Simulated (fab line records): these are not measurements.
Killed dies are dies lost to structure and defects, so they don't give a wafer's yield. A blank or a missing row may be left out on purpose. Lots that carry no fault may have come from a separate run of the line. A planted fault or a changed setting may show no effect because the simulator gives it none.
fab line records | flow nand-harc
record lots=3 wafers=9 last-day=32
route steps=1302 shown A_ONON_D2@558 A_CHANNEL_HOLE_D2@570 END@1302
lots that met no fault: taken from a fault-free run of the same line
start-h: start of the lot's first displayed wafer, in hours after the record's first day | wait-h: hours from the lot's prior step to this one | " unchanged from the row above | L1.1+2: one row covering several wafers at once | - either no value or no given start | * or withheld: withheld | < > ~ a bound
route shown NAME@n: names a module that has steps shown in the file, with the first one's number in the route | usual: average and standard deviation across the fault-free wafers | same: alike in all rows | chamber/n: place in a boat | sites: per-site readings | _std_site: how widely they spread, as a standard deviation | _edge_site: outer sites' mean less inner sites' | radius-mm: for every site, how far away it sits from the centre of the wafer | mask NAME#n: copy n | behind: the last tool/chamber to shape the wafer | hold: why the lot went on hold/how many hours it stayed there/how the hold came to an end | device: the transistor (n, p or np) that didn't switch | end of line: at the end of the route, the tests of the same wafers | a step given without rows: its recipe and nothing more | killed: at the first sort, the dies lost to defects and structure; wafer yield is something else | map: the dies of a wafer, with x for killed, . for not killed, _ for no die there
set.NAME: setting as actually run; set.NAME@STEP: the setting as run at that earlier step | model.NAME: the simulator's own value behind a step, which no gauge read
lots at selected steps of the route; one table per step, one row per wafer
services: when a tool's chamber went out of use (start-h, in hours from the record's first day, below 0 if earlier), for how many hours, and the reason
## steps
# step NHARC_A_ONON_D2_DEP_19
# recipe target-thk-a=10000 n2-flow-sccm=2750 n2o-flow-sccm=2000 nh3-flow-sccm=500 sih4-flow-sccm=210 temp-c=400
# step NHARC_A_ONON_D2_DEP_22
# recipe target-thk-a=10000 n2-flow-sccm=2750 n2o-flow-sccm=2000 nh3-flow-sccm=500 sih4-flow-sccm=210 temp-c=400
# step NHARC_A_ONON_D2_DEP_25
# recipe target-thk-a=10000 n2-flow-sccm=2750 n2o-flow-sccm=2000 nh3-flow-sccm=500 sih4-flow-sccm=210 temp-c=400
# step NHARC_A_ONON_D2_DEP_28
# recipe target-thk-a=10000 n2-flow-sccm=2750 n2o-flow-sccm=2000 nh3-flow-sccm=500 sih4-flow-sccm=210 temp-c=400
# step NHARC_A_ONON_D2_DEP_33
# recipe target-thk-a=2000 temp-c=400 pressure-torr=6.5 rf-w=900 teos-flow-sccm=161.4 flow-sccm=2650 target-thk-nm=200 gas=O2 material=SiO2
# step NHARC_A_CHANNEL_HOLE_D2_DEP_00
# recipe target-thk-a=31000 temp-c=400 material=aC
# usual throttle-valve-pct=35.000/0.008
# columns lot.wafer tool chamber start-h wait-h throttle-valve-pct
L557.4 acl-dep-01 0 399.78 1.0 34.998
L557.5 " 0 " " 35.015
L557.6 " 0 " " 34.988
L564.4 acl-dep-01 0 465.32 1.0 35.005
L564.5 " 0 " " 35.013
L564.6 " 0 " " 34.996
L568.2 acl-dep-03 0 503.79 0.4 34.987
L568.5 " 0 " " 34.995
L568.6 " 0 " " 35.003
# step NHARC_A_CHANNEL_HOLE_D2_DEP_01
# recipe target-thk-a=1400 target-thk-nm=140 temp-c=400 pressure-torr=3.5 flow-sccm=200 rf-w=350 material=SiON
# step NHARC_A_CHANNEL_HOLE_D2_DEHYDRATE_02
# recipe temp-c=150 time-s=120
# step NHARC_A_CHANNEL_HOLE_D2_HMDS_03
# recipe time-s=30
# step NHARC_A_CHANNEL_HOLE_D2_COAT_36
# recipe temp-c=260 time-s=75
# step NHARC_A_CHANNEL_HOLE_D2_COAT_37
# recipe temp-c=225 time-s=65
# step NHARC_A_CHANNEL_HOLE_D2_COAT_04
# recipe spin-rpm=1500 resist-thk-nm=90
# step NHARC_A_CHANNEL_HOLE_D2_SOFTBAKE_05
# recipe temp-c=105 time-s=55
# step NHARC_A_CHANNEL_HOLE_D2_EBR_06
# step NHARC_A_CHANNEL_HOLE_D2_EXPOSE_07
# recipe na=1.35 target-cd-nm=100 sigma-outer=0.3 dose-mj=59.65 mask-id=HOLE_D2
# step NHARC_A_CHANNEL_HOLE_D2_PEB_08
# recipe peb-temp-c=100 peb-time-s=65
# step NHARC_A_CHANNEL_HOLE_D2_DEVELOP_09
# recipe develop-time-s=35 dev-temp-c=23
# step NHARC_A_CHANNEL_HOLE_D2_DESCUM_15
# recipe time-s=3 o2-flow-sccm=200 ar-flow-sccm=0 bias-power-w=0 chemistry=O2
# step NHARC_A_CHANNEL_HOLE_D2_ETCH_38
# recipe target-depth-a=390 over-etch-frac=0.3 time-s=65 ion-energy-ev=80 cf4-flow-sccm=150 ar-flow-sccm=0 rf-w=300 bias-w=100 chemistry=CF4
# step NHARC_A_CHANNEL_HOLE_D2_ETCH_39
# recipe target-depth-a=2600 over-etch-frac=0.3 time-s=325 ion-energy-ev=200 n2-flow-sccm=150 h2-flow-sccm=150 ar-flow-sccm=0 rf-w=400 bias-w=150 chemistry=N2/H2
# step NHARC_A_CHANNEL_HOLE_D2_ETCH_34
# recipe target-depth-a=1540 time-s=77 cf4-flow-sccm=100 chf3-flow-sccm=30 ar-flow-sccm=0 rf-w=500 bias-w=200 chemistry=CF4/CHF3
# step NHARC_A_CHANNEL_HOLE_D2_ETCH_16
# recipe target-depth-a=31000 over-etch-frac=0.3 time-s=806 ion-energy-ev=150 o2-flow-sccm=400 cos-flow-sccm=20 ar-flow-sccm=0 rf-w=500 bias-w=300 chemistry=O2/COS
# step NHARC_A_CHANNEL_HOLE_D2_ETCH_19
# recipe bias-v=1200 source-w=2500 pressure-mtorr=15 time-s=34.5 ar-flow-sccm=375 c4f8-flow-sccm=28.8 o2-flow-sccm=96.2 temp-c=-20 target-depth-a=* chemistry=C4F8/O2/Ar
# step NHARC_A_CHANNEL_HOLE_D2_ETCH_20
# recipe bias-v=3000 source-w=withheld pressure-mtorr=20 time-s=361.9 ar-flow-sccm=375 c4f8-flow-sccm=89.3 o2-flow-sccm=35.7 temp-c=-20 target-depth-a=16000 chemistry=C4F8/O2/Ar
# step NHARC_A_CHANNEL_HOLE_D2_ETCH_21
# recipe bias-v=3000 source-w=withheld pressure-mtorr=20 time-s=514.3 ar-flow-sccm=375 c4f8-flow-sccm=89.3 o2-flow-sccm=35.7 temp-c=-20 target-depth-a=16000 chemistry=C4F8/O2/Ar
# step NHARC_A_CHANNEL_HOLE_D2_ETCH_22
# recipe bias-v=3000 source-w=withheld pressure-mtorr=20 time-s=666.7 ar-flow-sccm=375 c4f8-flow-sccm=89.3 o2-flow-sccm=35.7 temp-c=-20 target-depth-a=16000 chemistry=C4F8/O2/Ar
# step NHARC_A_CHANNEL_HOLE_D2_ETCH_23
# recipe bias-v=5000 source-w=withheld pressure-mtorr=20 time-s=819 ar-flow-sccm=375 c4f8-flow-sccm=89.3 o2-flow-sccm=35.7 temp-c=-20 target-depth-a=16000 chemistry=C4F8/O2/Ar
# step NHARC_A_CHANNEL_HOLE_D2_ETCH_24
# recipe bias-v=5000 source-w=withheld pressure-mtorr=20 time-s=906.2 ar-flow-sccm=375 c4f8-flow-sccm=93.8 o2-flow-sccm=31.2 temp-c=-20 target-depth-a=15000 chemistry=C4F8/O2/Ar
# step NHARC_A_CHANNEL_HOLE_D2_ETCH_25
# recipe bias-v=5000 source-w=withheld pressure-mtorr=20 time-s=1040.2 ar-flow-sccm=375 c4f8-flow-sccm=93.8 o2-flow-sccm=31.2 temp-c=-20 target-depth-a=15000 chemistry=C4F8/O2/Ar
# step NHARC_A_CHANNEL_HOLE_D2_ETCH_26
# recipe bias-v=300 source-w=2000 pressure-mtorr=30 time-s=224.1 ar-flow-sccm=375 c4f8-flow-sccm=11.4 o2-flow-sccm=113.6 temp-c=-20 target-depth-a=3000 chemistry=C4F8/O2/Ar
# step NHARC_A_CHANNEL_HOLE_D2_ETCH_27
# recipe bias-v=400 source-w=2000 pressure-mtorr=25 time-s=90 ar-flow-sccm=375 c4f8-flow-sccm=41.7 o2-flow-sccm=83.3 temp-c=-20 target-depth-a=4000 chemistry=C4F8/O2/Ar
# step NHARC_END_SORT_01
# recipe temp-c=25
# usual killed-at-array=63/17 killed-at-other=0.8/1.1 killed-at-periphery=3.5/3 killed-dies=67/17 killed-open=3.1/1.6 killed-short=2.6/1.4
# same gross-dies=677
# columns lot.wafer tool chamber start-h wait-h killed-at-array killed-at-other killed-at-periphery killed-dies killed-open killed-short
L557.4 prober-02 0 670.38 3.4 67 0 2 69 1 2
L557.5 prober-02 0 671.16 3.6 86 2 1 89 6 2
L557.6 prober-02 0 671.95 3.9 79 0 2 81 4 3
L564.5 prober-01 0 762.16 3.7 638 0 2 640 0 3
# killed by level:class
L557.4 A_SLIT:chamber-film-flake=36 A_CHANNEL_HOLE_D1:chamber-film-flake=23 A_STAIRCASE:chamber-film-flake=3 A_M1:chamber-film-flake=2 P_M0:geometric-particle:short=1 A_CHANNEL_FILL_D1:geometric-particle:open=1 A_SGD_CUT:geometric-particle:short=1 P_STI:chamber-film-flake=1
L557.5 A_SLIT:chamber-film-flake=36 A_CHANNEL_HOLE_D1:chamber-film-flake=34 A_STAIRCASE:chamber-film-flake=4 A_CHANNEL_FILL_D1:geometric-particle:open=2 A_M1:chamber-film-flake=2 A_ONON_D1:geometric-particle:open=1 A_ONON_D1:geometric-particle:short=1 A_BLC:geometric-particle:open=1
L557.6 A_CHANNEL_HOLE_D1:chamber-film-flake=39 A_SLIT:chamber-film-flake=29 A_ONON_D1:geometric-particle:open=2 A_DECK1_JOINT:geometric-particle:short=2 P_STI:chamber-film-flake=2 A_SLIT:geometric-particle:open=1 A_WL_FILL:geometric-particle:short=1 A_M0:geometric-particle:open=1
L564.5 A_CHANNEL_HOLE_D2:area-dep=591 A_CHANNEL_HOLE_D2:chamber-film-flake=25 A_CHANNEL_HOLE_D1:chamber-film-flake=6 A_STAIRCASE:chamber-film-flake=6 A_SLIT:chamber-film-flake=5 A_CONTACT:chamber-film-flake=2 A_ONON_D1:geometric-particle:short=1 A_CHANNEL_FILL_D2:geometric-particle:short=1
# map L564.5 (x killed, . not)
____________x____________
_________xxxxxxx_________
_______xxxxx.xxxxx_______
______xxxxxxxxxxxxx______
_____.xxxxxxxxx.xxxx_____
____xxxxxxx.xxxxxxxxx____
____xxxxxxxxxxxxxxxxx____
___xxxxxxxxxxxxxxxxxx.___
___xxxxxxxxxxxxxxxxxxx___
__xxxxxxxxxxxxxxxxxxxxx__
__xxxxxxxxxxxxxx.xxxxxx__
_x.xxxxx.xxxxxxxx.xxxxxx_
_xxxxxxxxxxxxxxxxxxxx.xx_
_xxxxxxxxxxx.xxxxxx.xxxx_
_xxxxxxxxxxxxxxxxx.xxxxx_
_x..xxxxxxxxxxxxxxxxxxxx_
xxxxxxxxxxxxxxxxxxxxxxxxx
xxxxxxxxxxxxxxxxxxx.xxxxx
xx.xxxxxxxxxxxxxxxxxxxxxx
xxxxxxx.xxx.xxxxxxxxxx.xx
xxxxxxxxxxxxxxxxxxxxxxxxx
_xxxxxxxxxxxxxxxxxxxxxxx_
_xxxxx.xxxxxxxxxxxxxxxxx_
_xxxxxxx.xxxxxxxxxxxxxxx_
_x.xxxxxxxxxxxxxxxx.xxxx_
_.xxxxxxxxxxxxxxxxxxxxxx_
__xxxxxxx.x.xx.xxxxx.xx__
__xxxxxxxxxxxxxxxxxxxxx__
___xxxxxx..xxxxxxxxxxx___
___xxx.xxxxxxxxxxxx.xx___
____xxxxxxxxxxxxxxxxx____
____xx.xxxxxxxxxxxxxx____
_____xxxxxxxxx.xxxxx_____
______xxxxxxx.x.xxx______
_______xxxxxxxxxxx_______
_________xxxxxxx_________
____________x____________
# map L557.5 (x killed, . not)
____________.____________
_________......._________
_______x.........._______
______.............______
_____..............._____
____...x.............____
____..............x..____
___...............x...___
___...................___
__.....................__
__....................x__
_............x.........._
_......................._
_......................._
_......................._
_......................._
............x.......x....
.........................
..............xx.x.......
..................x......
................x........
_...x..x......xxxxx....._
_..xx.xx.......x.xxx...._
_.x...x.......x.xxxx.x.._
_..xxxx.......xxxx.x...._
_xxxxxxx.......xx.x....._
__.xxxx......xxxxxxxx.x__
__xxxxx....x....xx.....__
___xx.x.x.............___
___.xxxx..............___
____.xxx.............____
____.................____
_____......x........_____
______.............______
_______..........._______
_________....x.._________
____________.____________
## services
# columns tool chamber start-h hours kind
acl-dep-03 - 479.89 13.0 pm
## key
first-sign step=NHARC_END_SORT_01 reading=killed-at-array direction=up sigmas=33 usual=63 struck=638
effect step=NHARC_END_SORT_01 reading=killed-dies direction=up sigmas=33 usual=67 struck=640
more-kills-born-at NHARC_A_CHANNEL_HOLE_D2_DEP_00@acl-dep-01=591
met-at NHARC_A_CHANNEL_HOLE_D2_DEP_00
struck-wafers L564.5
later-rows-left-out L564.5
tester-left-out L564
onset-between 399.78 465.32
fault kind=process-parameter-drift tool=acl-dep-01 chamber=- onset-h=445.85 steps=NHARC_A_CHANNEL_HOLE_D2_DEP_00 channel=target-thk-a offset=* shape=step end-h=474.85 scope=struck-wafers-only acts-in=* stated=*
# tester-left-out: of these lots the tester's yield and bins aren't shown, on N5 and GAA mostly nor the transistor test; their killed dies are dies lost to structure and defects alone, not to doping, threshold or leakage, so they don't give the yield
# later-rows-left-out: the simulator's readings of these wafers behind a module that went badly wrong aren't trusted and aren't shown, but for the sort
